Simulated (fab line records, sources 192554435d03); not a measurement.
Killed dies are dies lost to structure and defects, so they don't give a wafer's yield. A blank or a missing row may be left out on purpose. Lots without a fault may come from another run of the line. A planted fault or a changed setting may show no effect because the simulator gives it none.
Which tool did it? | flow n5_finfet | 8 lots, 24 wafers sampled, at 6 steps of a route of 1938

WHAT THE GAUGES READ, wafer by wafer
N5_SD_EPI_N_CD_MEAS_09: target cd 120 nm. Usual: cd_nm 120.0 nm, standard deviation 0.61.
lot  | measured    | on        | cd_nm (nm)        | flag
L950 | day 3 13:31 | cd_sem-01 | 118.3 118.9 118.8 |
L953 | day 4 06:26 | cd_sem-01 | 120.0 119.9 120.2 |
L958 | day 5 15:55 | cd_sem-02 | 113.2 112.5 112.8 | OFF
L959 | day 5 21:18 | cd_sem-01 | 113.5 113.4 114.1 | OFF
L962 | day 6 12:42 | cd_sem-01 | 120.4 120.1 119.6 |
L963 | day 6 20:08 | cd_sem-02 | 119.6 119.8 119.3 |
L965 | day 7 07:42 | cd_sem-02 | 119.8 120.0 120.1 |
L968 | day 8 01:10 | cd_sem-02 | 119.9 119.9 119.5 |

N5_BEOL_M4_RC_MEAS_101. Usual: DIBL_N 35.7 mV/V, standard deviation 1.3; DIBL_P 35.4 mV/V, standard deviation 1.8; IOFF_N 0.152 nA/um, standard deviation 0.027; IOFF_P 0.20 nA/um, standard deviation 0.034; ION_N 672 uA/um, standard deviation 9.8; ION_P 461 uA/um, standard deviation 7.5; SS_N 71.4 mV/dec, standard deviation 0.55; SS_P 73.1 mV/dec, standard deviation 0.61; VT_N 251 mV, standard deviation 3.3; VT_P -251 mV, standard deviation 3.6.
lot  | measured     | on        | DIBL_N (mV/V)  | DIBL_P (mV/V)  | IOFF_N (nA/um)    | IOFF_P (nA/um) | ION_N (uA/um) | ION_P (uA/um) | SS_N (mV/dec)  | SS_P (mV/dec)  | VT_N (mV)   | VT_P (mV)      | flag
L950 | day 8 11:07  | prober-01 | 38.6 34.7 34.8 | 38.5 32.9 34.2 | 0.217 0.139 0.144 | 0.30 0.21 0.22 | 674 671 673   | 468 463 460   | 72.4 71.0 71.6 | 74.4 72.9 73.5 | 248 251 251 | -244 -249 -248 |
L953 | day 9 02:27  | prober-02 | 35.6 38.0 37.0 | 36.1 39.5 37.8 | 0.174 0.237 0.203 | 0.24 0.32 0.27 | 679 694 691   | 472 484 481   | 71.7 72.4 71.8 | 73.4 73.6 73.5 | 247 243 243 | -243 -242 -243 |
L958 | day 10 11:20 | prober-02 | 37.7 35.7 34.8 | 38.4 35.6 34.8 | 0.186 0.148 0.139 | 0.26 0.22 0.21 | 680 662 677   | 466 463 465   | 72.5 71.3 70.7 | 74.4 73.1 73.3 | 250 250 250 | -245 -248 -248 |
L959 | day 10 20:56 | prober-02 | 37.6 37.1 36.1 | 35.4 35.1 34.5 | 0.182 0.195 0.168 | 0.22 0.23 0.21 | 679 686 684   | 466 469 468   | 71.1 70.6 70.3 | 72.9 73.9 73.2 | 245 244 244 | -248 -245 -248 |
L962 | day 11 20:35 | prober-01 | 36.5 36.3 35.8 | 35.6 37.1 35.7 | 0.155 0.163 0.149 | 0.21 0.23 0.20 | 667 668 663   | 460 465 460   | 71.5 71.2 71.9 | 73.4 72.8 72.5 | 252 250 250 | -252 -247 -248 |
L963 | day 11 16:05 | prober-01 | 35.6 35.8 37.4 | 34.7 35.1 37.0 | 0.137 0.145 0.172 | 0.17 0.18 0.21 | 675 665 670   | 451 456 454   | 71.7 71.5 71.8 | 73.1 73.2 73.4 | 254 253 250 | -254 -256 -251 |
L965 | day 12 15:07 | prober-01 | 34.7 33.4 35.4 | 33.2 31.7 35.0 | 0.143 0.122 0.164 | 0.19 0.17 0.21 | 674 666 676   | 463 462 469   | 72.2 71.8 72.1 | 73.0 73.3 73.5 | 252 254 252 | -249 -251 -249 |
L968 | day 12 17:35 | prober-02 | 33.4 33.5 36.0 | 34.1 33.9 36.6 | 0.116 0.108 0.151 | 0.15 0.15 0.18 | 656 649 663   | 451 445 452   | 71.0 70.8 71.3 | 72.4 72.5 73.1 | 256 258 251 | -258 -256 -257 |

WHICH TOOL RAN EACH LOT (tool, then ch and the chambers of the sampled wafers, then the start)
lot  | N5_DUMMY_GATE_TRIM_49           | N5_DUMMY_GATE_HM_OPEN_21          | N5_SD_EPI_N_EXPOSE_06             | N5_SD_EPI_N_DESCUM_14
L950 | rie_si-03 ch 0,1,2, day 3 11:34 | rie_diel-03 ch 0,1,2, day 3 11:52 | arfi_scanner-03 ch 0, day 3 13:23 | rie_diel-05 ch 1,3, day 3 13:36
L953 | rie_si-02 ch 0,1,3, day 4 03:31 | rie_diel-02 ch 2,3, day 4 03:57   | arfi_scanner-01 ch 0, day 4 06:19 | rie_diel-01 ch 0,1,3, day 4 06:31
L958 | rie_si-03 ch 0,1,2, day 5 13:51 | rie_diel-04 ch 1,2,3, day 5 14:16 | arfi_scanner-01 ch 0, day 5 15:47 | rie_diel-05 ch 0,3, day 5 16:19
L959 | rie_si-03 ch 1,2,3, day 5 19:29 | rie_diel-02 ch 1,3, day 5 19:46   | arfi_scanner-01 ch 0, day 5 21:10 | rie_diel-05 ch 0,2,3, day 5 21:23
L962 | rie_si-04 ch 1,2, day 6 10:34   | rie_diel-02 ch 0,3, day 6 11:00   | arfi_scanner-03 ch 0, day 6 12:35 | rie_diel-01 ch 2,3, day 6 13:11
L963 | rie_si-02 ch 0,3, day 6 17:56   | rie_diel-02 ch 0,2,3, day 6 18:14 | arfi_scanner-02 ch 0, day 6 20:01 | rie_diel-05 ch 0,3, day 6 20:19
L965 | rie_si-02 ch 2,3, day 7 04:17   | rie_diel-04 ch 0,1, day 7 04:34   | arfi_scanner-03 ch 0, day 7 07:35 | rie_diel-05 ch 2,3, day 7 07:51
L968 | rie_si-02 ch 0,3, day 7 22:58   | rie_diel-03 ch 0,3, day 7 23:16   | arfi_scanner-02 ch 0, day 8 01:03 | rie_diel-06 ch 0,1,3, day 8 01:16
- N5_DUMMY_GATE_TRIM_49: chemistry O2, time 29 s, target cd 14 nm.
- N5_DUMMY_GATE_HM_OPEN_21: chemistry CH3F/O2, target SiNx, target depth 120 nm, time 171.4 s.
- N5_SD_EPI_N_EXPOSE_06: exposes mask SD N BLK, target cd 120 nm.
- N5_SD_EPI_N_DESCUM_14: chemistry O2, time 7.9 s.

WHAT THE TOOLS THEMSELVES READ (means of the sampled wafers that have a number; where no wafer has one, the mark that the record gives instead)
N5_DUMMY_GATE_TRIM_49. Usual: chamber_pressure_mTorr 60.00 mTorr, standard deviation 0.056; drypump_motor_current_A 5.6 A, standard deviation 0.38; oes_product_au 0.991 a.u., standard deviation 0.016; throttle_valve_pct 8.11 %, standard deviation 0.18.
lot  | tool      | chamber_pressure_mTorr (mTorr) | drypump_motor_current_A (A) | oes_product_au (a.u.) | throttle_valve_pct (%) | flag
L950 | rie_si-03 | 60.05                          | 5.5                         | 0.999                 | 8.06                   |
L953 | rie_si-02 | 60.04                          | 5.3                         | 0.985                 | 8.21                   |
L958 | rie_si-03 | 60.01                          | 5.5                         | 1.002                 | 8.07                   |
L959 | rie_si-03 | 60.03                          | 5.4                         | 1.008                 | 8.17                   |
L962 | rie_si-04 | 59.99                          | 5.9                         | 1.001                 | 8.24                   |
L963 | rie_si-02 | 60.00                          | 5.3                         | 0.991                 | 8.12                   |
L965 | rie_si-02 | 59.96                          | 5.8                         | 0.985                 | 8.24                   |
L968 | rie_si-02 | 59.99                          | 5.4                         | 0.980                 | 8.25                   |

N5_DUMMY_GATE_HM_OPEN_21. Usual: CH3F_flow_sccm 30.00 sccm, standard deviation 0.088; chamber_pressure_mTorr 29.999 mTorr, standard deviation 0.024; drypump_motor_current_A 5.7 A, standard deviation 0.41; mfc_ar_sccm 149.9 sccm, standard deviation 0.47; oes_f_703_au 0.74 a.u., standard deviation 0.048; oes_product_au 0.73 a.u., standard deviation 0.052; rf_vpp_V 298.6 V, standard deviation 2.8; showerhead_plenum_p_Torr 2.01 Torr, standard deviation 0.061; throttle_valve_pct 16.51 %, standard deviation 0.21.
lot  | tool        | CH3F_flow_sccm (sccm) | chamber_pressure_mTorr (mTorr) | drypump_motor_current_A (A) | mfc_ar_sccm (sccm) | oes_f_703_au (a.u.) | oes_product_au (a.u.) | rf_vpp_V (V) | showerhead_plenum_p_Torr (Torr) | throttle_valve_pct (%) | flag
L950 | rie_diel-03 | 30.02                 | 30.005                         | 5.7                         | 150.1              | 0.74                | 0.75                  | 299.6        | 1.99                            | 16.52                  |
L953 | rie_diel-02 | 30.05                 | 30.016                         | 5.9                         | 150.0              | 0.70                | 0.69                  | 300.8        | 2.05                            | 16.33                  |
L958 | rie_diel-04 | 30.05                 | 29.967                         | 5.9                         | 149.4              | 0.74                | 0.73                  | 299.6        | 2.04                            | 16.55                  |
L959 | rie_diel-02 | 29.92                 | 30.020                         | 5.9                         | 149.9              | 0.76                | 0.75                  | 297.5        | 1.94                            | 16.12                  |
L962 | rie_diel-02 | 29.94                 | 30.001                         | 6.1                         | 149.9              | 0.70                | 0.71                  | 300.0        | 2.06                            | 16.45                  |
L963 | rie_diel-02 | 29.99                 | 30.011                         | 5.7                         | 149.7              | 0.70                | 0.71                  | 298.0        | 2.03                            | 16.47                  |
L965 | rie_diel-04 | 30.01                 | 30.029                         | 5.8                         | 150.0              | 0.73                | 0.73                  | 301.0        | 2.03                            | 16.62                  |
L968 | rie_diel-03 | 29.94                 | 29.997                         | 6.1                         | 149.8              | 0.76                | 0.77                  | 297.9        | 1.94                            | 16.57                  |

N5_SD_EPI_N_EXPOSE_06. Usual: exposure_dose_mJ_cm2 39.74, standard deviation 0.038.
lot  | tool            | exposure_dose_mJ_cm2 | flag
L950 | arfi_scanner-03 | 39.75                |
L953 | arfi_scanner-01 | 39.75                |
L958 | arfi_scanner-01 | 35.57                | OFF
L959 | arfi_scanner-01 | 36.38                | OFF
L962 | arfi_scanner-03 | 39.72                |
L963 | arfi_scanner-02 | 39.73                |
L965 | arfi_scanner-03 | 39.72                |
L968 | arfi_scanner-02 | 39.72                |

N5_SD_EPI_N_DESCUM_14. Usual: chamber_pressure_mTorr 20.003 mTorr, standard deviation 0.019; drypump_motor_current_A 5.6 A, standard deviation 0.43; oes_product_au 0.81 a.u., standard deviation 0.093; rf_vpp_V 243.4 V, standard deviation 1.5; showerhead_plenum_p_Torr 2.10 Torr, standard deviation 0.079; throttle_valve_pct 20.45 %, standard deviation 0.27.
lot  | tool        | chamber_pressure_mTorr (mTorr) | drypump_motor_current_A (A) | oes_product_au (a.u.) | rf_vpp_V (V) | showerhead_plenum_p_Torr (Torr) | throttle_valve_pct (%) | flag
L950 | rie_diel-05 | 20.020                         | 5.7                         | 0.69                  | 242.9        | 2.10                            | 20.55                  |
L953 | rie_diel-01 | 19.994                         | 5.7                         | 0.77                  | 243.4        | 2.07                            | 20.41                  |
L958 | rie_diel-05 | 19.986                         | 5.2                         | 0.95                  | 244.1        | 2.17                            | 20.17                  |
L959 | rie_diel-05 | 19.994                         | 5.4                         | 0.92                  | 243.5        | 2.10                            | 20.28                  |
L962 | rie_diel-01 | 20.021                         | 5.3                         | 0.81                  | 242.0        | 2.03                            | 20.11                  |
L963 | rie_diel-05 | 20.016                         | 5.2                         | 0.92                  | 245.2        | 2.17                            | 20.18                  |
L965 | rie_diel-05 | 20.007                         | 5.2                         | 0.90                  | 244.7        | 2.16                            | 20.34                  |
L968 | rie_diel-06 | 20.012                         | 5.6                         | 0.80                  | 245.3        | 2.20                            | 20.67                  |

THE ANSWER, worked out from the rows above alone
Rule: a lot is off if the mean of its wafers that have a number lies more than 3 standard deviations from the usual mean. A lot without any number at a reading at which 4 lots or more have one is off too. The other lots that the step has rows for count as sound. The gauges are gone through in route order, then the tools' own readings, and for those a lot's mean is taken as printed above. The first step at which some lot is off is used, and at that step the reading that is off furthest; a lot without a number counts as furthest.
Off: L958, L959, at N5_SD_EPI_N_CD_MEAS_09 (cd_nm).
A tool fits if, at a process step before that reading, it ran every lot that is off, and no sound lot after the first of them. The gauges at N5_SD_EPI_N_CD_MEAS_09 aren't tried: what is off there is off at N5_SD_EPI_N_EXPOSE_06 too, on other tools, and a gauge's error can't cause that. Can't be told from this: 2 tools fit, rie_si-03 at N5_DUMMY_GATE_TRIM_49, arfi_scanner-01 at N5_SD_EPI_N_EXPOSE_06.

WHAT THE SIMULATOR HAD PUT IN
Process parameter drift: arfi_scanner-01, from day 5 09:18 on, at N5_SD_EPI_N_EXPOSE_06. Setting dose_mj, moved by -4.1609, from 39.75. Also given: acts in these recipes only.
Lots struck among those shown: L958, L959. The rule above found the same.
